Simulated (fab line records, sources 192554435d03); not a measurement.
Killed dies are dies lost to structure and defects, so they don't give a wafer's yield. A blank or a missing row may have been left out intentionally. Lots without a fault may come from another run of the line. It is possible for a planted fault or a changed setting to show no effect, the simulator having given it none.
Which of the tools did it? || flow n5Finfet || 34 wafers from 12 lots sampled at 4 of the route's 1938 steps

## WHAT EACH GAUGE READ, for each wafer
The record lacks any reading of a measuring or inspecting step that a usual standard deviation could be used to judge.

## EACH LOT AND THE TOOL THAT RAN IT (in order: tool; ch and the chambers of the sampled wafers; start)
{"lot": "L155", "N5_FIN_SAQP_FIN_ETCH_36": "rieSi-02 ch 0,1, day 2 01:45", "N5_FIN_CUT_ETCH_21": "rieDiel-06 ch 1,3, day 2 03:08", "N5_FIN_CUT_PRECLEAN_35": "vaporEtch-02 ch 0,1, day 2 03:35", "N5_FIN_CUT_CUT_ETCH_28": "rieSi-05 ch 1,3, day 2 03:43"}
{"lot": "L156", "N5_FIN_SAQP_FIN_ETCH_36": "rieSi-02 ch 1,2, day 2 09:31", "N5_FIN_CUT_ETCH_21": "rieDiel-06 ch 2,3, day 2 10:17", "N5_FIN_CUT_PRECLEAN_35": "vaporEtch-01 ch 0,1, day 2 12:00", "N5_FIN_CUT_CUT_ETCH_28": "rieSi-03 ch 1,2,3, day 2 12:07"}
{"lot": "L157", "N5_FIN_SAQP_FIN_ETCH_36": "rieSi-04 ch 1,2,3, day 2 15:26", "N5_FIN_CUT_ETCH_21": "rieDiel-03 ch 1,2, day 2 16:12", "N5_FIN_CUT_PRECLEAN_35": "vaporEtch-01 ch 0,1, day 2 16:39", "N5_FIN_CUT_CUT_ETCH_28": "rieSi-01 ch 0,1,2, day 2 16:47"}
{"lot": "L159", "N5_FIN_SAQP_FIN_ETCH_36": "rieSi-02 ch 1,2, day 3 03:13", "N5_FIN_CUT_ETCH_21": "rieDiel-03 ch 0,3, day 3 04:07", "N5_FIN_CUT_PRECLEAN_35": "vaporEtch-01 ch 1, day 3 04:35", "N5_FIN_CUT_CUT_ETCH_28": "rieSi-05 ch 2,3, day 3 04:43"}
{"lot": "L162", "N5_FIN_SAQP_FIN_ETCH_36": "rieSi-04 ch 1,3, day 3 23:12", "N5_FIN_CUT_ETCH_21": "rieDiel-03 ch 1,2, day 4 00:06", "N5_FIN_CUT_PRECLEAN_35": "vaporEtch-02 ch 1, day 4 00:34", "N5_FIN_CUT_CUT_ETCH_28": "rieSi-01 ch 1,2, day 4 00:41"}
{"lot": "L163", "N5_FIN_SAQP_FIN_ETCH_36": "rieSi-04 ch 1,3, day 4 03:54", "N5_FIN_CUT_ETCH_21": "rieDiel-06 ch 0,1,2, day 4 04:40", "N5_FIN_CUT_PRECLEAN_35": "vaporEtch-02 ch 0, day 4 05:07", "N5_FIN_CUT_CUT_ETCH_28": "rieSi-03 ch 2,3, day 4 05:16"}
{"lot": "L164", "N5_FIN_SAQP_FIN_ETCH_36": "rieSi-04 ch 0,1,3, day 4 10:02", "N5_FIN_CUT_ETCH_21": "rieDiel-06 ch 0,1,2, day 4 10:56", "N5_FIN_CUT_PRECLEAN_35": "vaporEtch-01 ch 0,1, day 4 11:23", "N5_FIN_CUT_CUT_ETCH_28": "rieSi-03 ch 0,1,3, day 4 11:31"}
{"lot": "L169", "N5_FIN_SAQP_FIN_ETCH_36": "rieSi-04 ch 0,1,3, day 5 14:49", "N5_FIN_CUT_ETCH_21": "rieDiel-06 ch 0,2,3, day 5 15:35", "N5_FIN_CUT_PRECLEAN_35": "vaporEtch-01 ch 0,1, day 5 16:03", "N5_FIN_CUT_CUT_ETCH_28": "rieSi-03 ch 0,2,3, day 5 16:11"}
{"lot": "L170", "N5_FIN_SAQP_FIN_ETCH_36": "rieSi-02 ch 0,1, day 5 20:17", "N5_FIN_CUT_ETCH_21": "rieDiel-06 ch 0,1, day 5 21:22", "N5_FIN_CUT_PRECLEAN_35": "vaporEtch-01 ch 0,1, day 5 21:49", "N5_FIN_CUT_CUT_ETCH_28": "rieSi-03 ch 0,2, day 5 21:57"}
{"lot": "L174", "N5_FIN_SAQP_FIN_ETCH_36": "rieSi-06 ch 0,2, day 6 20:23", "N5_FIN_CUT_ETCH_21": "rieDiel-03 ch 1,3, day 6 21:09", "N5_FIN_CUT_PRECLEAN_35": "vaporEtch-01 ch 0,1, day 6 21:36", "N5_FIN_CUT_CUT_ETCH_28": "rieSi-03 ch 0,1, day 6 21:44"}
{"lot": "L177", "N5_FIN_SAQP_FIN_ETCH_36": "rieSi-02 ch 0,3, day 7 14:02", "N5_FIN_CUT_ETCH_21": "rieDiel-03 ch 0,2, day 7 14:49", "N5_FIN_CUT_PRECLEAN_35": "vaporEtch-02 ch 0,1, day 7 15:17", "N5_FIN_CUT_CUT_ETCH_28": "rieSi-05 ch 0,1,2, day 7 15:25"}
{"lot": "L178", "N5_FIN_SAQP_FIN_ETCH_36": "rieSi-02 ch 0,2,3, day 7 23:02", "N5_FIN_CUT_ETCH_21": "rieDiel-03 ch 0,1,3, day 7 23:56", "N5_FIN_CUT_PRECLEAN_35": "vaporEtch-02 ch 0,1, day 8 00:23", "N5_FIN_CUT_CUT_ETCH_28": "rieSi-01 ch 1,2, day 8 00:32"}
- N5_FIN_SAQP_FIN_ETCH_36: etches the open film in HBr/Cl2/O2, target depth 120 nm, time 50.4 s.
- N5_FIN_CUT_ETCH_21: etches SOC in N2/H2, target depth 219 nm, overetch 43.8 nm, time 523.5 s.
- N5_FIN_CUT_PRECLEAN_35: cleans in vHF, time 13.3 s.
- N5_FIN_CUT_CUT_ETCH_28: etches Si in HBr/Cl2/O2, target depth 6 nm, time 2.4 s.

## WHAT THE TOOLS THEMSELVES READ (means of the sampled wafers that have a number; where no wafer has one, the mark that the record gives instead)
N5_FIN_SAQP_FIN_ETCH_36.
{"lot": "L155", "tool": "rieSi-02", "drypumpMotorCurrentA (A)": 5.6, "oesProductAu (a.u.)": 0.995, "throttleValvePct (%)": 35.8}
{"lot": "L156", "tool": "rieSi-02", "drypumpMotorCurrentA (A)": 5.8, "oesProductAu (a.u.)": 1.011, "throttleValvePct (%)": 35.8}
{"lot": "L157", "tool": "rieSi-04", "drypumpMotorCurrentA (A)": 5.2, "oesProductAu (a.u.)": 1.004, "throttleValvePct (%)": 36.1}
{"lot": "L159", "tool": "rieSi-02", "drypumpMotorCurrentA (A)": 5.9, "oesProductAu (a.u.)": 1.006, "throttleValvePct (%)": 35.7}
{"lot": "L162", "tool": "rieSi-04", "drypumpMotorCurrentA (A)": 5.4, "oesProductAu (a.u.)": 0.998, "throttleValvePct (%)": 36.0}
{"lot": "L163", "tool": "rieSi-04", "drypumpMotorCurrentA (A)": 5.5, "oesProductAu (a.u.)": 0.992, "throttleValvePct (%)": 36.1}
{"lot": "L164", "tool": "rieSi-04", "drypumpMotorCurrentA (A)": 5.5, "oesProductAu (a.u.)": 1.019, "throttleValvePct (%)": 35.9}
{"lot": "L169", "tool": "rieSi-04", "drypumpMotorCurrentA (A)": 5.5, "oesProductAu (a.u.)": 1.012, "throttleValvePct (%)": 35.9}
{"lot": "L170", "tool": "rieSi-02", "drypumpMotorCurrentA (A)": 5.8, "oesProductAu (a.u.)": 0.992, "throttleValvePct (%)": 35.4}
{"lot": "L174", "tool": "rieSi-06", "drypumpMotorCurrentA (A)": 6.2, "oesProductAu (a.u.)": 1.005, "throttleValvePct (%)": 35.9}
{"lot": "L177", "tool": "rieSi-02", "drypumpMotorCurrentA (A)": 5.5, "oesProductAu (a.u.)": 1.021, "throttleValvePct (%)": 36.2}
{"lot": "L178", "tool": "rieSi-02", "drypumpMotorCurrentA (A)": 5.7, "oesProductAu (a.u.)": 1.028, "throttleValvePct (%)": 36.2}

N5_FIN_CUT_ETCH_21.
{"lot": "L155", "tool": "rieDiel-06", "drypumpMotorCurrentA (A)": 5.7, "h2FlowSccm (sccm)": 200.6, "oesProductAu (a.u.)": 0.74, "rfVppV (V)": 239.1, "showerheadPlenumPTorr (Torr)": 2.46, "throttleValvePct (%)": 17.77}
{"lot": "L156", "tool": "rieDiel-06", "drypumpMotorCurrentA (A)": 5.7, "h2FlowSccm (sccm)": 199.9, "oesProductAu (a.u.)": 0.71, "rfVppV (V)": 240.1, "showerheadPlenumPTorr (Torr)": 2.44, "throttleValvePct (%)": 17.79}
{"lot": "L157", "tool": "rieDiel-03", "drypumpMotorCurrentA (A)": 6.0, "h2FlowSccm (sccm)": 199.9, "oesProductAu (a.u.)": 0.70, "rfVppV (V)": 240.5, "showerheadPlenumPTorr (Torr)": 2.49, "throttleValvePct (%)": 17.73}
{"lot": "L159", "tool": "rieDiel-03", "drypumpMotorCurrentA (A)": 6.1, "h2FlowSccm (sccm)": 198.6, "oesProductAu (a.u.)": 0.70, "rfVppV (V)": 240.7, "showerheadPlenumPTorr (Torr)": 2.48, "throttleValvePct (%)": 17.97}
{"lot": "L162", "tool": "rieDiel-03", "drypumpMotorCurrentA (A)": 6.0, "h2FlowSccm (sccm)": 201.1, "oesProductAu (a.u.)": 0.70, "rfVppV (V)": 240.3, "showerheadPlenumPTorr (Torr)": 2.50, "throttleValvePct (%)": 17.77}
{"lot": "L163", "tool": "rieDiel-06", "drypumpMotorCurrentA (A)": 5.5, "h2FlowSccm (sccm)": 199.9, "oesProductAu (a.u.)": 0.74, "rfVppV (V)": 239.8, "showerheadPlenumPTorr (Torr)": 2.46, "throttleValvePct (%)": 17.92}
{"lot": "L164", "tool": "rieDiel-06", "drypumpMotorCurrentA (A)": 5.5, "h2FlowSccm (sccm)": 199.6, "oesProductAu (a.u.)": 0.75, "rfVppV (V)": 239.4, "showerheadPlenumPTorr (Torr)": 2.46, "throttleValvePct (%)": 17.93}
{"lot": "L169", "tool": "rieDiel-06", "drypumpMotorCurrentA (A)": 5.6, "h2FlowSccm (sccm)": 220.3, "oesProductAu (a.u.)": 0.74, "rfVppV (V)": 239.9, "showerheadPlenumPTorr (Torr)": 2.51, "throttleValvePct (%)": 18.47}
{"lot": "L170", "tool": "rieDiel-06", "drypumpMotorCurrentA (A)": 5.6, "h2FlowSccm (sccm)": 219.8, "oesProductAu (a.u.)": 0.80, "rfVppV (V)": 239.7, "showerheadPlenumPTorr (Torr)": 2.54, "throttleValvePct (%)": 18.36}
{"lot": "L174", "tool": "rieDiel-03", "drypumpMotorCurrentA (A)": 5.9, "h2FlowSccm (sccm)": 198.5, "oesProductAu (a.u.)": 0.72, "rfVppV (V)": 240.1, "showerheadPlenumPTorr (Torr)": 2.53, "throttleValvePct (%)": 17.95}
{"lot": "L177", "tool": "rieDiel-03", "drypumpMotorCurrentA (A)": 6.3, "h2FlowSccm (sccm)": 200.1, "oesProductAu (a.u.)": 0.81, "rfVppV (V)": 240.0, "showerheadPlenumPTorr (Torr)": 2.46, "throttleValvePct (%)": 17.60}
{"lot": "L178", "tool": "rieDiel-03", "drypumpMotorCurrentA (A)": 6.0, "h2FlowSccm (sccm)": 200.2, "oesProductAu (a.u.)": 0.76, "rfVppV (V)": 239.5, "showerheadPlenumPTorr (Torr)": 2.49, "throttleValvePct (%)": 17.85}

N5_FIN_CUT_PRECLEAN_35.
{"lot": "L155", "tool": "vaporEtch-02", "drypumpMotorCurrentA (A)": 5.3}
{"lot": "L156", "tool": "vaporEtch-01", "drypumpMotorCurrentA (A)": 5.7}
{"lot": "L157", "tool": "vaporEtch-01", "drypumpMotorCurrentA (A)": 5.9}
{"lot": "L159", "tool": "vaporEtch-01", "drypumpMotorCurrentA (A)": 6.0}
{"lot": "L162", "tool": "vaporEtch-02", "drypumpMotorCurrentA (A)": 5.1}
{"lot": "L163", "tool": "vaporEtch-02", "drypumpMotorCurrentA (A)": 5.7}
{"lot": "L164", "tool": "vaporEtch-01", "drypumpMotorCurrentA (A)": 5.9}
{"lot": "L169", "tool": "vaporEtch-01", "drypumpMotorCurrentA (A)": 5.9}
{"lot": "L170", "tool": "vaporEtch-01", "drypumpMotorCurrentA (A)": 5.7}
{"lot": "L174", "tool": "vaporEtch-01", "drypumpMotorCurrentA (A)": 5.7}
{"lot": "L177", "tool": "vaporEtch-02", "drypumpMotorCurrentA (A)": 5.5}
{"lot": "L178", "tool": "vaporEtch-02", "drypumpMotorCurrentA (A)": 5.3}

N5_FIN_CUT_CUT_ETCH_28.
{"lot": "L155", "tool": "rieSi-05", "drypumpMotorCurrentA (A)": 5.66, "oesProductAu (a.u.)": 0.989, "throttleValvePct (%)": 37.2}
{"lot": "L156", "tool": "rieSi-03", "drypumpMotorCurrentA (A)": 5.21, "oesProductAu (a.u.)": 0.987, "throttleValvePct (%)": 37.1}
{"lot": "L157", "tool": "rieSi-01", "drypumpMotorCurrentA (A)": 5.23, "oesProductAu (a.u.)": 0.996, "throttleValvePct (%)": 37.8}
{"lot": "L159", "tool": "rieSi-05", "drypumpMotorCurrentA (A)": 5.59, "oesProductAu (a.u.)": 0.984, "throttleValvePct (%)": 37.4}
{"lot": "L162", "tool": "rieSi-01", "drypumpMotorCurrentA (A)": 5.10, "oesProductAu (a.u.)": 0.990, "throttleValvePct (%)": 38.0}
{"lot": "L163", "tool": "rieSi-03", "drypumpMotorCurrentA (A)": 5.16, "oesProductAu (a.u.)": 0.998, "throttleValvePct (%)": 37.3}
{"lot": "L164", "tool": "rieSi-03", "drypumpMotorCurrentA (A)": 5.28, "oesProductAu (a.u.)": 0.990, "throttleValvePct (%)": 36.8}
{"lot": "L169", "tool": "rieSi-03", "drypumpMotorCurrentA (A)": 5.23, "oesProductAu (a.u.)": 0.996, "throttleValvePct (%)": 37.1}
{"lot": "L170", "tool": "rieSi-03", "drypumpMotorCurrentA (A)": 5.38, "oesProductAu (a.u.)": 0.999, "throttleValvePct (%)": 36.9}
{"lot": "L174", "tool": "rieSi-03", "drypumpMotorCurrentA (A)": 5.42, "oesProductAu (a.u.)": 0.984, "throttleValvePct (%)": 36.6}
{"lot": "L177", "tool": "rieSi-05", "drypumpMotorCurrentA (A)": 5.34, "oesProductAu (a.u.)": 0.988, "throttleValvePct (%)": 37.1}
{"lot": "L178", "tool": "rieSi-01", "drypumpMotorCurrentA (A)": 5.17, "oesProductAu (a.u.)": 0.992, "throttleValvePct (%)": 38.1}

## THE ANSWER, worked out from the rows above alone
Rule: the lots themselves supply what counts as usual. Put in order of their means at a reading, lots are off if they are a third of the lots or fewer, leave a main group of 4 or more, and stand apart from it by a gap of 3 or more times the standard deviation of the main group's means; of several such gaps the widest counts. A main group is skipped when, at the precision printed for the reading in the tables above, its means are all equal. A lot without any number at a reading at which 4 lots or more have one is off too. The other lots that the step has rows for count as sound. The gauges are gone through in route order, then the tools' own readings, and for those a lot's mean is taken as printed above. The first step at which some lot is off is used, and at that step the reading that is off furthest; a lot without a number counts as furthest.
Off at N5_FIN_CUT_ETCH_21 (h2FlowSccm): L169, L170. The main group has a mean of 199.8 sccm with a standard deviation of 0.76.
If a tool, at that step or one of the process steps before it, ran each lot that is off and ran no sound lot following the first of them, it fits. One fits: rieDiel-06 at N5_FIN_CUT_ETCH_21. A fault onset in the window from L164 (day 4 10:56, its last sound lot) to L169 (day 5 15:35, its first lot off) fits.
The tool's own readings at N5_FIN_CUT_ETCH_21 bear it out: on the lots that are off they differ by more than 5 times the standard deviation of the sound lots' means. h2FlowSccm reads 220.1 sccm there against 199.8 sccm on the sound lots; throttleValvePct reads 18.41 % there against 17.83 % on the sound lots.

## WHAT HAD BEEN PUT IN BY THE SIMULATOR
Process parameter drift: rieDiel-06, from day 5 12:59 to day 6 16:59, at N5_FIN_CUT_ETCH_21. The setting h2FlowSccm was moved by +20, starting from 200. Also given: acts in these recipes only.
Shown lots that were struck: L169, L170. The same result came from the rule above.
